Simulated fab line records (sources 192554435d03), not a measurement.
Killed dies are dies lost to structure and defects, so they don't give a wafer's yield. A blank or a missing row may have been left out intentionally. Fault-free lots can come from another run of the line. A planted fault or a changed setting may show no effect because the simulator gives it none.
Which tool is to blame? -- flow n5 finfet -- Sampling: 24 lots, 72 wafers, 5 of 1938 route steps

## WHAT THE GAUGES READ, wafer by wafer
N5_BEOL_M15_CD_MEAS_10: the cd target is 360 nm.
lot,measured,on,cd nm (nm)
L074,day 11 11:40,cd sem-01,359.6 359.2 359.5
L076,day 11 14:05,cd sem-02,362.2 359.7 359.6
L075,day 12 00:54,cd sem-01,361.6 359.4 357.7
L077,day 12 05:02,cd sem-03,357.6 356.8 361.3
L078,day 12 14:25,cd sem-03,355.2 360.2 358.3
L079,day 13 12:59,cd sem-03,358.4 357.5 360.9
L081,day 13 16:48,cd sem-02,361.7 361.9 362.0
L082,day 13 19:17,cd sem-03,362.7 360.2 362.4
L083,day 14 00:34,cd sem-01,362.7 359.9 362.3
L080,day 14 01:31,cd sem-02,363.1 363.3 362.2
L084,day 14 12:53,cd sem-03,360.0 362.2 361.4
L085,day 14 13:04,cd sem-03,357.9 359.3 358.8
L086,day 14 13:14,cd sem-02,359.8 361.2 360.8
L087,day 14 16:06,cd sem-01,359.2 361.8 360.2
L088,day 15 04:07,cd sem-03,359.4 360.2 358.4
L090,day 15 08:20,cd sem-02,362.3 362.6 358.1
L089,day 15 13:07,cd sem-03,361.5 362.2 360.1
L092,day 16 02:37,cd sem-01,362.4 362.3 364.0
L093,day 16 12:48,cd sem-01,357.4 359.3 358.3
L095,day 16 16:14,cd sem-02,357.3 358.2 362.3
L091,day 16 22:28,cd sem-03,359.2 364.3 362.1
L094,day 17 00:02,cd sem-01,361.4 361.3 362.5
L097,day 17 12:13,cd sem-02,362.4 360.7 361.1
L096,day 17 16:21,cd sem-02,359.2 358.3 356.8

## WHAT TOOL EACH LOT RAN ON (gives the tool, then ch and the chambers of the sampled wafers, and finally the start)
lot,N5_BEOL_M14_ETCH_67,N5_BEOL_M14_DEGAS_41,N5_BEOL_M14_PRE_CLEAN_42,N5_BEOL_M14_ANNEAL_48
L074,"rie diel-03 ch 0,1,3, day 11 08:23","pvd sputter-01, day 11 09:21","pvd sputter-01, day 11 09:23","rtp anneal-02 ch 0, day 11 10:19"
L076,"rie diel-03 ch 0,1,2, day 11 09:16","pvd sputter-01, day 11 12:04","pvd sputter-01, day 11 12:07","rtp anneal-01 ch 0, day 11 12:37"
L075,"rie diel-01 ch 0,2,3, day 11 21:30","pvd sputter-01, day 11 22:26","pvd sputter-01, day 11 22:29","rtp anneal-02 ch 0, day 11 23:13"
L077,"rie diel-02 ch 1,3, day 12 00:08","pvd sputter-01, day 12 02:37","pvd sputter-01, day 12 02:40","rtp anneal-02 ch 0, day 12 03:37"
L078,"rie diel-03 ch 0,1, day 12 06:48","pvd sputter-02, day 12 12:22","pvd sputter-02, day 12 12:25","rtp anneal-02 ch 0, day 12 12:55"
L079,"rie diel-02 ch 1,2,3, day 13 04:58","pvd sputter-01, day 13 10:58","pvd sputter-01, day 13 11:01","rtp anneal-01 ch 0, day 13 11:34"
L081,"rie diel-01 ch 2,3, day 13 06:31","pvd sputter-02, day 13 14:32","pvd sputter-02, day 13 14:35","rtp anneal-02 ch 0, day 13 15:28"
L082,"rie diel-03 ch 1,3, day 13 09:16","pvd sputter-01, day 13 17:17","pvd sputter-01, day 13 17:19","rtp anneal-02 ch 0, day 13 17:50"
L083,"rie diel-01 ch 0,2,3, day 13 19:44","pvd sputter-02, day 13 22:17","pvd sputter-02, day 13 22:19","rtp anneal-02 ch 0, day 13 22:55"
L080,"rie diel-03 ch 1,2, day 13 20:09","pvd sputter-02, day 13 22:43","pvd sputter-02, day 13 22:46","rtp anneal-01 ch 0, day 14 00:04"
L084,"rie diel-02 ch 1,2,3, day 14 04:45","pvd sputter-03, day 14 10:50","pvd sputter-03, day 14 10:53","rtp anneal-01 ch 0, day 14 11:23"
L085,"rie diel-02 ch 1,2, day 14 05:20","pvd sputter-01, day 14 11:04","pvd sputter-01, day 14 11:07","rtp anneal-02 ch 0, day 14 11:37"
L086,"rie diel-01 ch 0,1,2, day 14 08:15","pvd sputter-02, day 14 11:10","pvd sputter-02, day 14 11:12","rtp anneal-01 ch 0, day 14 11:43"
L087,"rie diel-02 ch 2,3, day 14 11:11","pvd sputter-03, day 14 13:55","pvd sputter-03, day 14 13:58","rtp anneal-01 ch 0, day 14 14:41"
L088,"rie diel-03 ch 0,1,2, day 14 20:57","pvd sputter-03, day 15 01:59","pvd sputter-03, day 15 02:02","rtp anneal-01 ch 0, day 15 02:46"
L090,"rie diel-01 ch 0,1,3, day 15 05:13","pvd sputter-01, day 15 06:19","pvd sputter-01, day 15 06:22","rtp anneal-02 ch 0, day 15 06:52"
L089,"rie diel-03 ch 2,3, day 15 10:10","pvd sputter-02, day 15 11:07","pvd sputter-02, day 15 11:10","rtp anneal-02 ch 0, day 15 11:46"
L092,"rie diel-03 ch 0,1,3, day 15 22:26","pvd sputter-02, day 16 00:26","pvd sputter-02, day 16 00:29","rtp anneal-02 ch 0, day 16 01:17"
L093,"rie diel-02 ch 0,2,3, day 16 06:46","pvd sputter-01, day 16 10:17","pvd sputter-01, day 16 10:19","rtp anneal-02 ch 0, day 16 11:17"
L095,"rie diel-01 ch 2,3, day 16 13:13","pvd sputter-02, day 16 14:13","pvd sputter-02, day 16 14:16","rtp anneal-02 ch 0, day 16 14:52"
L091,"rie diel-01 ch 0,3, day 16 16:10","pvd sputter-01, day 16 20:35","pvd sputter-01, day 16 20:37","rtp anneal-02 ch 0, day 16 21:07"
L094,"rie diel-02 ch 0,2,3, day 16 18:21","pvd sputter-01, day 16 21:53","pvd sputter-01, day 16 21:55","rtp anneal-02 ch 0, day 16 22:43"
L097,"rie diel-03 ch 1,2, day 17 08:57","pvd sputter-03, day 17 10:16","pvd sputter-03, day 17 10:19","rtp anneal-01 ch 0, day 17 11:01"
L096,"rie diel-03 ch 1,2, day 17 13:14","pvd sputter-02, day 17 14:28","pvd sputter-02, day 17 14:31","rtp anneal-02 ch 0, day 17 15:01"
- N5_BEOL_M14_ETCH_67: etches SiARC in CF4, target depth 143 nm, time 238.3 s.
- N5_BEOL_M14_DEGAS_41: time 60 s.
- N5_BEOL_M14_PRE_CLEAN_42: time 30 s.
- N5_BEOL_M14_ANNEAL_48: time 90 s.

## WHAT THE TOOLS THEMSELVES READ (means of the sampled wafers that have a number; where no wafer has one, the mark that the record gives instead)
N5_BEOL_M14_ETCH_67.
lot,tool,bias w (W),drypump motor current A (A),etch rf on time s (s),oes product au (a.u.),rf fwd power W (W),rf vpp V (V),showerhead plenum p Torr (Torr),throttle valve pct (%)
L074,rie diel-03,35.97,5.9,239,0.75,544.9,184.2,2.17,15.27
L076,rie diel-03,35.97,5.7,245,0.73,542.6,184.2,2.17,15.37
L075,rie diel-01,36.04,5.6,236,0.63,541.5,184.5,2.16,15.76
L077,rie diel-02,35.90,6.2,233,0.72,544.1,184.4,2.20,15.46
L078,rie diel-03,36.01,5.9,236,0.77,543.4,184.1,2.14,15.10
L079,rie diel-02,35.94,5.9,234,0.72,542.8,185.1,2.23,15.55
L081,rie diel-01,36.12,5.6,229,0.62,543.8,183.4,2.15,15.83
L082,rie diel-03,35.95,6.1,234,0.73,542.2,183.6,2.11,15.21
L083,rie diel-01,35.95,5.6,238,0.62,543.9,183.4,2.16,15.80
L080,rie diel-03,35.95,6.0,231,0.71,544.1,182.9,2.10,15.32
L084,rie diel-02,36.02,5.8,234,0.71,542.4,184.9,2.23,15.57
L085,rie diel-02,36.10,5.5,233,0.72,542.4,184.3,2.27,15.63
L086,rie diel-01,35.99,5.7,246,0.62,542.5,184.1,2.12,15.64
L087,rie diel-02,35.94,5.6,228,0.70,543.3,185.2,2.24,15.67
L088,rie diel-03,35.98,5.7,243,0.68,543.3,184.1,2.16,15.42
L090,rie diel-01,35.94,5.9,248,0.67,544.4,184.5,2.17,15.73
L089,rie diel-03,36.04,5.9,247,0.64,543.9,183.9,2.15,15.71
L092,rie diel-03,36.02,5.9,242,0.70,543.3,184.2,2.16,15.34
L093,rie diel-02,35.97,5.6,235,0.70,544.3,185.1,2.23,15.58
L095,rie diel-01,36.11,5.6,228,0.78,542.0,183.8,2.14,15.54
L091,rie diel-01,36.03,5.8,248,0.64,544.4,184.7,2.20,15.86
L094,rie diel-02,35.99,5.6,232,0.70,543.0,186.6,2.22,15.59
L097,rie diel-03,35.97,5.8,246,0.62,545.2,184.1,2.12,15.66
L096,rie diel-03,36.01,5.8,246,0.62,544.0,184.0,2.12,15.67

N5_BEOL_M14_DEGAS_41.
lot,tool,heater power w (W)
L074,pvd sputter-01,494
L076,pvd sputter-01,472
L075,pvd sputter-01,491
L077,pvd sputter-01,471
L078,pvd sputter-02,431
L079,pvd sputter-01,456
L081,pvd sputter-02,439
L082,pvd sputter-01,460
L083,pvd sputter-02,406
L080,pvd sputter-02,399
L084,pvd sputter-03,494
L085,pvd sputter-01,476
L086,pvd sputter-02,437
L087,pvd sputter-03,505
L088,pvd sputter-03,454
L090,pvd sputter-01,494
L089,pvd sputter-02,400
L092,pvd sputter-02,404
L093,pvd sputter-01,473
L095,pvd sputter-02,429
L091,pvd sputter-01,443
L094,pvd sputter-01,468
L097,pvd sputter-03,488
L096,pvd sputter-02,463

N5_BEOL_M14_PRE_CLEAN_42.
lot,tool,heater power w (W)
L074,pvd sputter-01,486
L076,pvd sputter-01,472
L075,pvd sputter-01,481
L077,pvd sputter-01,474
L078,pvd sputter-02,431
L079,pvd sputter-01,457
L081,pvd sputter-02,436
L082,pvd sputter-01,462
L083,pvd sputter-02,405
L080,pvd sputter-02,400
L084,pvd sputter-03,492
L085,pvd sputter-01,469
L086,pvd sputter-02,437
L087,pvd sputter-03,504
L088,pvd sputter-03,452
L090,pvd sputter-01,503
L089,pvd sputter-02,409
L092,pvd sputter-02,408
L093,pvd sputter-01,477
L095,pvd sputter-02,425
L091,pvd sputter-01,438
L094,pvd sputter-01,477
L097,pvd sputter-03,493
L096,pvd sputter-02,461

N5_BEOL_M14_ANNEAL_48.
lot,tool,anneal temp c max,wafer_temp_C_max
L074,rtp anneal-02,226.15,226.4
L076,rtp anneal-01,226.00,226.1
L075,rtp anneal-02,226.05,226.3
L077,rtp anneal-02,225.98,226.9
L078,rtp anneal-02,225.93,226.6
L079,rtp anneal-01,226.02,226.0
L081,rtp anneal-02,225.91,226.3
L082,rtp anneal-02,226.28,226.3
L083,rtp anneal-02,226.15,226.4
L080,rtp anneal-01,225.70,225.8
L084,rtp anneal-01,225.74,226.0
L085,rtp anneal-02,226.17,226.7
L086,rtp anneal-01,225.90,225.6
L087,rtp anneal-01,225.71,225.8
L088,rtp anneal-01,225.68,225.6
L090,rtp anneal-02,226.28,226.4
L089,rtp anneal-02,226.03,226.4
L092,rtp anneal-02,226.01,226.4
L093,rtp anneal-02,225.92,226.3
L095,rtp anneal-02,225.99,226.4
L091,rtp anneal-02,226.46,226.4
L094,rtp anneal-02,226.09,226.5
L097,rtp anneal-01,226.00,225.7
L096,rtp anneal-02,226.09,226.5

## THE ANSWER, worked out from the rows above alone
Rule: usual is defined by the lots themselves. Put in order of their means at a reading, lots are off if they are a third of the lots or fewer, leave a main group of 4 or more, and stand apart from it by a gap of 3 or more times the standard deviation of the main group's means; of several such gaps the widest counts. Not used: any main group whose means are identical at the precision the tables above print for the reading. A lot without any number at a reading at which 4 lots or more have one is off too. The other lots that the step has rows for count as sound. Order of review: gauges by route order, followed by the tools' own readings, for which a lot's mean as printed above is used. The first step at which some lot is off is used, and at that step the reading that is off furthest; a lot without a number counts as furthest.
Nothing can be told from this: no lot is off at any reading shown.

## WHAT WAS PUT IN BY THE SIMULATOR
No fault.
